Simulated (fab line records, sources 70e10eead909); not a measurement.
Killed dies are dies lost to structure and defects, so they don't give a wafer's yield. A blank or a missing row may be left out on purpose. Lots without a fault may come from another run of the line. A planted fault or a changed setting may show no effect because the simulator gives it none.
One fault seen from 2 desks | flow nand_harc | each desk has only its own numbers; what lay behind them comes last

THE METROLOGY DESK
What the gauges read, lot by lot, whatever tool the lot ran on: means of the sampled wafers that have a number. A lot is out of limits, marked OUT, if its mean lies more than 4 standard deviations from the usual mean; the brackets give that distance.
Columns: A = thk_nm at NHARC_A_CHANNEL_FILL_D1_THK_MEAS_06, usual 5.0 nm
lot  | first seen here | A
L987 | day 10 04:09    | 5.2
L988 | day 10 23:29    | 3.9
L989 | day 11 12:04    | 4.4
L990 | day 11 12:04    | 4.7
L992 | day 12 03:21    | 5.2
L993 | day 12 13:32    | 5.3
L994 | day 13 12:49    | 5.4
L998 | day 14 16:15    | 4.7
L999 | day 15 07:14    | 5.4
L100 | day 15 20:07    | 5.2
L108 | day 19 03:23    | 4.2
L110 | day 19 21:13    | 5.9
This desk's finding: nothing out of limits on any of the 12 lots.

THE TOOL OWNER'S DESK: rie_si-01
The tool's own readings at NHARC_A_DECK1_JOINT_ETCHBACK_07 (etches the open film in HBr, target depth 105 nm, time 26.9 s): means of the sampled wafers that have a number, for each lot that ran on this tool. A lot is out of limits, marked OUT, if its mean lies more than 4 standard deviations from the usual mean; the brackets give that distance.
Columns: A = drypump_motor_current_A at NHARC_A_DECK1_JOINT_ETCHBACK_07, usual 5.7 A; B = oes_product_au at NHARC_A_DECK1_JOINT_ETCHBACK_07, usual 1.001 a.u.; C = throttle_valve_pct at NHARC_A_DECK1_JOINT_ETCHBACK_07, usual 23.267 %
lot  | first seen here | A   | B     | C
L988 | day 11 11:29    | 5.9 | 1.005 | 23.263
L989 | day 11 23:47    | 5.9 | 1.005 | 23.267
L993 | day 13 01:18    | 6.1 | 1.005 | 23.272
L994 | day 14 00:41    | 6.1 | 1.008 | 23.258
L108 | day 19 15:23    | 6.1 | 1.012 | 23.262
This desk's finding: nothing out of limits on any of the 5 lots.

PUT TOGETHER
The metrology desk saw nothing out of limits.
The tool owner's desk saw nothing out of limits.

WHAT THE SIMULATOR HAD PUT IN
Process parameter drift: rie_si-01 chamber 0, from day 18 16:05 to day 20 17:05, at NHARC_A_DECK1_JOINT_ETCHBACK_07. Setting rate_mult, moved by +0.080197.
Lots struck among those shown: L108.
